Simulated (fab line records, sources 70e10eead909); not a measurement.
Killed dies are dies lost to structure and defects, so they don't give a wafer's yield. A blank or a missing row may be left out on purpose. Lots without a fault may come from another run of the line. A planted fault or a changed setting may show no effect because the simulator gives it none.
Chamber matching | flow nand_harc | NHARC_A_STAIRCASE_DESCUM_270 on rie_diel-06: 4 sister chambers
The step chemistry O2, time 3 s. 8 wafers are shown with their chamber, then 8 later ones without.

WAFERS WITH THEIR CHAMBER
wafer  | chamber | drypump_motor_current_A (A) | oes_product_au (a.u.)
L076.4 | 1       | 5.5                         | 0.994
L081.6 | 0       | 5.2                         | 0.997
L083.3 | 2       | 6.2                         | 0.984
L083.6 | 3       | 5.3                         | 1.003
L090.2 | 3       | 5.3                         | 1.000
L090.3 | 1       | 5.6                         | 1.002
L090.6 | 2       | 6.3                         | 0.986
L093.1 | 0       | 5.3                         | 1.012

WAFERS WITHOUT THEIR CHAMBER
wafer  | drypump_motor_current_A (A) | oes_product_au (a.u.)
L093.5 | 5.6                         | 1.001
L093.6 | 5.3                         | 1.010
L096.2 | 5.6                         | 0.988
L096.3 | 6.2                         | 0.987
L096.4 | 5.3                         | 1.013
L095.2 | 6.3                         | 1.003
L095.4 | 5.3                         | 1.004
L095.5 | 6.3                         | 0.996

WHICH CHAMBER EACH WENT THROUGH
wafer  | from the rows above     | in truth
L093.5 | 1                       | 1
L093.6 | can't be placed: 0 or 3 | 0
L096.2 | 1                       | 1
L096.3 | 2                       | 2
L096.4 | can't be placed: 0 or 3 | 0
L095.2 | 2                       | 2
L095.4 | can't be placed: 3 or 0 | 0
L095.5 | 2                       | 2
Placed correctly: 5 of 8. Can't be placed from these rows: 3 (the true chamber is among the candidates in 3). Placed wrongly: 0.
How it was worked out, from the rows above alone: a wafer's distance from a chamber is the root of the sum, over the readings, of the square of ((its reading less the chamber's mean) divided by the reading's scatter). The wafer belongs to the nearest chamber; if the next one is less than 2 further off, it can't be placed. A chamber's mean is the mean of its shown wafers. The scatter: the root of (the sum of the squares of (reading less its chamber's mean) over the shown wafers, divided by (wafers less chambers)).
